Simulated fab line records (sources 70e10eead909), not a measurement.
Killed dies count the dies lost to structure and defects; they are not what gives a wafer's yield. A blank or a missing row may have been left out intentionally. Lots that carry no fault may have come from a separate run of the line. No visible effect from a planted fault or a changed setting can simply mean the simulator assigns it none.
fab line records	flow nand_harc	part 2 of 2: steps 5 to 6 of 6
record: lots: 22	wafers: 66	last_day: 25
route steps=1159 shown A_STAIRCASE@670 A_SGD_CUT@761
lots with no fault: from the same line, run without faults
start_h: hours from the record's first day to the start of the lot's first wafer shown	wait_h: hours from the lot's prior step to this one	" same as the row above	L1.1+2: a single row standing in for several wafers	- no value present, or no start provided	* or withheld: withheld	< > ~ a bound
route shown NAME@n: names a module that has steps shown in the file, with the first one's number in the route	usual: average and standard deviation across the fault-free wafers	same: alike in all rows	chamber/n: place in a boat	sites: per-site readings	_std_site: the values' standard deviation	_edge_site: outer sites' mean less inner sites'	radius_mm: how far each site lies from the wafer's centre	mask NAME#n: copy n	behind: the tool/chamber that last shaped the wafer	hold: what put the lot on hold/how long, in hours/how the hold closed	device: the n, p or np transistor that did not switch	end of line: the route-end tests of the same wafers	where a step has no rows: the recipe by itself	killed: dies lost to structure and defects at the first sort, not the wafer's yield	map: the dies of a wafer, with x for killed, . for not killed, _ for no die there
set.NAME: setting as actually run; set.NAME@STEP: the setting as run at that earlier step	model.NAME: the simulator's own value behind a step, which no gauge read
route steps across a sampled set of lots; one table per step, one row per wafer
services: a tool's chamber out of use, with start hour (start_h, from the record's first day; less than 0 if before it), hours out, and reason
== steps ==
step: NHARC_A_STAIRCASE_ETCHBACK_422
recipe: target_depth_a: 400	over_etch_frac: 0.3	time_s: 74.286	ion_energy_ev: 120	ch3f_flow_sccm: 50	o2_flow_sccm: 30	ar_flow_sccm: 200	rf_w: 500	bias_w: 100	chemistry: CH3F/O2
usual: ch3f_flow_sccm: 50.00/0.13	drypump_motor_current_A: 5.7/0.43	oes_product_au: 0.96/0.041	rf_vpp_V: 244.6/1.9	showerhead_plenum_p_Torr: 2.48/0.12	throttle_valve_pct: 20.663/0.0087
lot.wafer	tool	chamber	start_h	wait_h	ch3f_flow_sccm	drypump_motor_current_A	oes_product_au	rf_hours_counter_h	rf_vpp_V	showerhead_plenum_p_Torr	throttle_valve_pct
L075.2	rie_diel-13	3	312.29	0.1	49.99	6.1	0.98	7	240.7	2.28	20.654
L075.3	"	0	"	"	49.90	5.6	1.01	8	243.2	2.46	20.673
L075.1	"	2	"	"	50.12	5.3	1.00	7	246.4	2.54	20.650
L074.2	rie_diel-02	2	312.45	0.2	50.00	5.0	0.94	57	247.7	2.64	20.660
L074.1	"	3	"	"	50.11	6.3	0.91	56	241.8	2.27	20.669
L074.3	"	0	"	"	49.86	5.6	0.92	57	245.4	2.51	20.669
L076.1	rie_diel-02	2	321.62	0.2	49.95	5.0	0.92	61	247.6	2.64	20.661
L076.4	"	3	"	"	49.65	6.3	0.92	60	240.5	2.27	20.645
L076.6	"	1	"	"	50.00	6.1	0.91	-	244.6	2.47	20.661
L079.1	rie_diel-13	1	321.63	0.2	50.00	5.8	0.99	14	242.0	2.29	20.659
L079.2	"	3	"	"	50.08	6.1	0.99	12	243.5	2.28	20.664
L079.6	"	2	"	"	49.78	5.3	1.00	-	245.3	2.53	20.670
L077.1	rie_diel-02	1	321.89	0.1	49.92	6.1	0.99	63	243.7	2.47	20.659
L077.3	"	3	"	"	49.88	6.3	0.97	60	242.7	2.27	20.653
L077.6	"	1	"	"	50.06	6.1	0.97	-	243.4	2.47	20.671
L078.3	rie_diel-05	1	326.76	0.1	50.23	5.6	0.92	58	243.3	2.35	20.667
L078.1	"	0	"	"	49.99	6.3	0.91	62	244.6	2.46	20.655
L078.6	"	2	"	"	50.12	5.7	0.91	-	246.2	2.51	20.661
L081.3	rie_diel-02	1	345.62	0.2	50.07	6.1	1.00	4	242.4	2.46	20.661
L081.2	"	2	"	"	49.93	5.0	1.02	4	246.3	2.63	20.666
L081.4	"	1	"	"	50.10	6.1	0.99	-	244.5	2.46	20.669
L080.1	rie_diel-02	1	355.87	0.2	50.22	6.1	0.99	10	244.7	2.46	20.665
L080.3	"	2	"	"	50.03	5.0	1.01	10	247.1	2.63	20.662
L080.4	"	2	"	"	49.79	5.0	1.01	-	245.4	2.63	20.661
L083.3	rie_diel-02	1	356.54	0.1	49.97	6.1	0.98	11	243.5	2.46	20.650
L083.1	"	2	"	"	49.91	5.0	1.00	11	247.1	2.63	20.669
L083.4	"	3	"	"	50.19	6.3	1.01	1	247.0	2.66	20.663
L084.3	rie_diel-05	2	366.45	0.2	49.87	5.7	1.00	7	245.6	2.51	20.642
L084.4	"	3	"	"	49.98	5.3	1.00	8	244.6	2.51	20.648
L084.2	"	0	"	"	50.01	6.3	0.99	8	244.9	2.45	20.658
L082.1	rie_diel-05	2	366.75	0.2	49.87	5.6	1.00	7	246.5	2.51	20.661
L082.3	"	3	"	"	49.90	5.4	1.00	8	245.7	2.51	20.669
L082.5	"	0	"	"	49.95	6.3	0.99	-	246.1	2.45	20.665
L089.3	rie_diel-02	1	384.40	0.3	49.94	6.1	0.93	23	244.2	2.46	20.668
L089.5	"	2	"	"	49.99	5.0	0.92	-	245.0	2.62	20.668
L089.6	"	3	"	"	50.20	6.3	1.01	-	247.5	2.66	20.668
L086.3	rie_diel-13	2	384.42	0.2	49.83	5.3	0.93	35	245.1	2.52	20.669
L086.4	"	3	"	"	50.23	6.1	0.92	42	242.4	2.27	20.655
L086.6	"	2	"	"	49.97	5.3	0.93	-	246.6	2.53	20.648
L087.4	rie_diel-13	2	385.93	0.2	49.87	5.3	0.93	36	245.3	2.53	20.668
L087.6	"	3	"	"	50.03	6.1	0.92	-	241.9	2.27	20.661
L087.5	"	0	"	"	49.93	5.6	0.91	-	244.0	2.44	20.682
L088.4	rie_diel-02	2	398.47	0.2	50.14	5.0	0.93	25	247.2	2.62	20.678
L088.1	"	0	"	"	49.86	5.6	0.92	24	245.0	2.50	20.642
L088.2	"	1	"	"	49.95	6.1	0.92	25	244.1	2.46	20.661
L090.2	rie_diel-05	2	413.47	0.1	49.92	5.6	0.98	26	245.1	2.50	20.670
L090.5	"	1	"	"	50.19	5.6	1.00	-	241.8	2.34	20.664
L090.6	"	2	"	"	50.07	5.6	0.99	-	245.6	2.50	20.673
L093.3	rie_diel-02	2	414.01	0.1	49.81	5.1	1.01	30	246.4	2.62	20.649
L093.2	"	3	"	"	50.13	6.3	1.01	17	247.4	2.65	20.673
L093.6	"	3	"	"	50.14	6.3	1.00	-	245.9	2.65	20.653
L094.2	rie_diel-13	1	421.71	0.2	49.85	5.8	0.90	53	241.9	2.28	20.671
L094.3	"	2	"	"	49.97	5.3	0.93	46	244.8	2.52	20.671
L094.5	"	3	"	"	50.21	6.1	0.91	-	242.3	2.27	20.665
L096.4	rie_diel-02	1	427.97	0.2	50.00	6.1	0.91	33	243.7	2.45	20.658
L096.5	"	0	"	"	49.70	5.6	0.92	-	246.1	2.50	20.656
L096.6	"	1	"	"	50.15	6.1	0.91	-	243.9	2.45	20.643
L092.2	rie_diel-13	1	428.13	0.2	49.84	5.8	0.91	55	241.8	2.28	20.663
L092.5	"	3	"	"	50.10	6.1	0.94	-	241.3	2.27	20.665
L092.6	"	0	"	"	50.02	5.6	0.93	-	243.3	2.44	20.679
L095.1	rie_diel-02	1	428.26	0.1	50.14	6.1	0.92	33	242.7	2.45	20.661
L095.4	"	2	"	"	49.97	5.0	0.93	34	245.5	2.62	20.650
L095.2	"	3	"	"	49.97	6.3	0.93	22	244.9	2.65	20.659
L097.2	rie_diel-02	0	449.27	0.1	50.14	5.6	0.93	37	244.7	2.50	20.647
L097.1	"	1	"	"	50.02	6.1	0.92	40	243.3	2.45	20.657
L097.5	"	1	"	"	49.86	6.1	0.91	-	244.9	2.45	20.674
step: NHARC_A_SGD_CUT_DESCUM_14
recipe: time_s: 3	o2_flow_sccm: 200	ar_flow_sccm: 0	bias_power_w: 0	chemistry: O2
usual: drypump_motor_current_A: 5.7/0.35	oes_product_au: 0.997/0.0098	rf_vpp_V: 57.7/0.8	showerhead_plenum_p_Torr: 1.88/0.082	throttle_valve_pct: 11.311/0.0091
lot.wafer	tool	chamber	start_h	wait_h	drypump_motor_current_A	oes_product_au	rf_hours_counter_h	rf_vpp_V	showerhead_plenum_p_Torr	throttle_valve_pct
L075.3	rie_diel-10	1	314.64	0.1	5.1	1.007	11	57.7	1.81	11.307
L075.1	"	2	"	"	5.2	0.977	11	57.1	1.96	11.312
L075.2	"	0	"	"	5.7	1.001	11	56.8	1.91	11.312
L074.2	rie_diel-04	2	314.79	0.1	6.0	0.984	1	57.6	1.79	11.311
L074.1	"	3	"	"	5.9	0.980	1	56.9	1.83	11.306
L074.3	"	0	"	"	5.6	0.996	1	57.5	1.83	11.318
L076.1	rie_diel-10	1	323.87	0.1	5.1	1.007	11	56.8	1.81	11.302
L076.4	"	3	"	"	5.7	1.002	11	58.7	1.80	11.308
L076.6	"	2	"	"	5.2	0.984	-	59.1	1.96	11.309
L079.2	rie_diel-11	0	324.05	0.1	5.4	0.980	13	57.6	2.00	11.312
L079.1	"	3	"	"	5.9	1.006	12	56.8	1.85	11.318
L079.6	"	0	"	"	5.4	0.987	-	58.7	2.00	11.330
L077.1	rie_diel-04	2	324.21	0.1	5.9	0.987	1	58.1	1.79	11.301
L077.3	"	1	"	"	5.4	0.999	1	59.2	2.02	11.326
L077.6	"	1	"	"	5.4	1.011	-	58.1	2.02	11.325
L078.3	rie_diel-04	2	329.03	0.1	6.0	0.992	2	56.8	1.79	11.309
L078.1	"	0	"	"	5.7	1.004	1	57.2	1.83	11.308
L078.6	"	0	"	"	5.7	1.010	-	57.8	1.83	11.321
L081.2	rie_diel-11	0	348.04	0.1	5.4	0.988	16	59.1	2.00	11.311
L081.4	"	1	"	"	6.3	1.009	17	58.3	1.83	11.308
L081.3	"	2	"	"	6.1	0.999	16	58.9	1.97	11.305
L080.3	rie_diel-11	3	358.13	0.1	6.0	1.010	16	58.9	1.85	11.311
L080.1	"	2	"	"	6.1	0.996	17	57.6	1.97	11.308
L080.4	"	0	"	"	5.4	0.988	-	57.1	2.00	11.305
L083.3	rie_diel-04	2	358.92	0.1	5.9	0.981	3	57.4	1.79	11.312
L083.1	"	3	"	"	6.0	0.989	2	56.1	1.83	11.313
L083.4	"	0	"	"	5.7	1.010	3	57.5	1.83	11.325
L084.3	rie_diel-10	1	368.84	0.1	5.1	0.991	0	57.2	1.81	11.293
L084.2	"	3	"	"	5.8	0.982	0	55.7	1.80	11.306
L084.4	"	0	"	"	5.7	1.005	0	58.8	1.91	11.307
L082.3	rie_diel-04	0	368.94	0.1	5.7	1.009	4	58.6	1.83	11.312
L082.1	"	3	"	"	5.9	0.994	3	55.6	1.83	11.324
L082.5	"	1	"	"	5.4	1.004	-	58.1	2.02	11.308
L086.3	rie_diel-04	2	386.72	0.1	5.9	0.986	6	57.5	1.79	11.330
L086.4	"	0	"	"	5.7	1.009	6	56.3	1.83	11.296
L086.6	"	3	"	"	5.9	0.990	-	58.4	1.83	11.300
L089.3	rie_diel-04	2	386.92	0.1	5.9	0.988	6	56.0	1.79	11.323
L089.5	"	3	"	"	5.9	0.996	-	57.9	1.83	11.318
L089.6	"	0	"	"	5.7	1.004	-	56.3	1.83	11.312
L087.4	rie_diel-11	2	388.35	0.1	6.1	1.000	0	57.3	1.97	11.306
L087.6	"	0	"	"	5.4	0.993	-	57.6	1.99	11.293
L087.5	"	1	"	"	6.3	1.006	-	57.1	1.83	11.304
L088.4	rie_diel-11	2	400.61	0.1	6.1	1.008	2	57.6	1.97	11.322
L088.1	"	3	"	"	5.9	1.002	2	58.1	1.84	11.313
L088.2	"	0	"	"	5.5	0.987	2	58.1	1.99	11.323
L090.2	rie_diel-04	3	415.59	0.1	5.9	0.988	7	57.8	1.83	11.324
L090.6	"	1	"	"	5.4	0.996	-	58.2	2.02	11.303
L090.5	"	2	"	"	5.9	0.972	-	58.2	1.79	11.307
L093.2	rie_diel-11	3	416.31	0.1	6.0	0.988	4	57.8	1.84	11.293
L093.3	"	0	"	"	5.4	0.985	4	58.4	1.99	11.305
L093.6	"	3	"	"	5.9	1.002	-	57.6	1.84	11.319
L094.3	rie_diel-04	2	424.32	0.1	5.9	0.975	9	56.6	1.79	11.311
L094.2	"	0	"	"	5.6	0.994	9	58.4	1.83	11.321
L094.5	"	2	"	"	6.0	0.971	-	56.3	1.79	11.327
L096.4	rie_diel-10	2	430.09	0.1	5.2	1.012	8	59.8	1.96	11.317
L096.6	"	2	"	"	5.2	1.006	-	58.0	1.96	11.324
L096.5	"	3	"	"	5.7	0.996	-	58.2	1.80	11.300
L092.2	rie_diel-11	2	430.46	0.1	6.1	1.007	5	58.1	1.97	11.314
L092.6	"	1	"	"	6.3	1.001	-	57.1	1.83	11.310
L092.5	"	2	"	"	6.1	1.010	-	59.0	1.97	11.317
L095.2	rie_diel-04	3	430.62	0.1	5.9	1.002	9	56.7	1.83	11.300
L095.1	"	0	"	"	5.7	1.009	10	57.6	1.83	11.307
L095.4	"	1	"	"	5.4	1.002	10	58.6	2.02	11.317
L097.2	rie_diel-11	0	451.89	0.1	5.4	0.980	9	57.6	1.99	11.316
L097.1	"	2	"	"	6.1	1.010	8	57.4	1.97	11.307
L097.5	"	0	"	"	5.4	0.978	-	58.5	1.99	11.307
== services ==
tool	chamber	start_h	hours	kind
rie_diel-05	3	249.08	2.5	repair
rie_diel-04	3	259.20	4.8	repair
rie_diel-11	0	259.89	2.2	repair
plasma_asher-02	-	265.54	3.1	repair
plasma_asher-01	-	276.14	9.0	pm
rie_diel-13	-	276.17	9.0	pm
rie_diel-04	-	288.95	9.0	pm
rie_diel-02	0	297.39	8.6	repair
rie_diel-13	3	306.33	3.1	repair
rie_diel-04	3	323.33	6.3	repair
rie_diel-02	-	327.74	9.0	pm
pecvd-02	0	329.73	4.6	repair
pecvd-02	-	334.39	13.0	pm
rie_diel-05	-	340.66	9.0	pm
rie_diel-02	3	340.85	15.6	repair
plasma_asher-01	-	349.15	7.4	repair
rie_diel-11	1	356.98	3.8	repair
plasma_asher-02	-	360.03	9.0	pm
rie_diel-02	3	376.00	1.2	repair
rie_diel-13	2	402.42	2.0	repair
rie_diel-04	0	403.57	8.0	repair
rie_diel-13	-	417.30	0.8	repair
rie_diel-02	3	443.02	3.5	repair
pecvd-02	2	447.01	11.5	repair
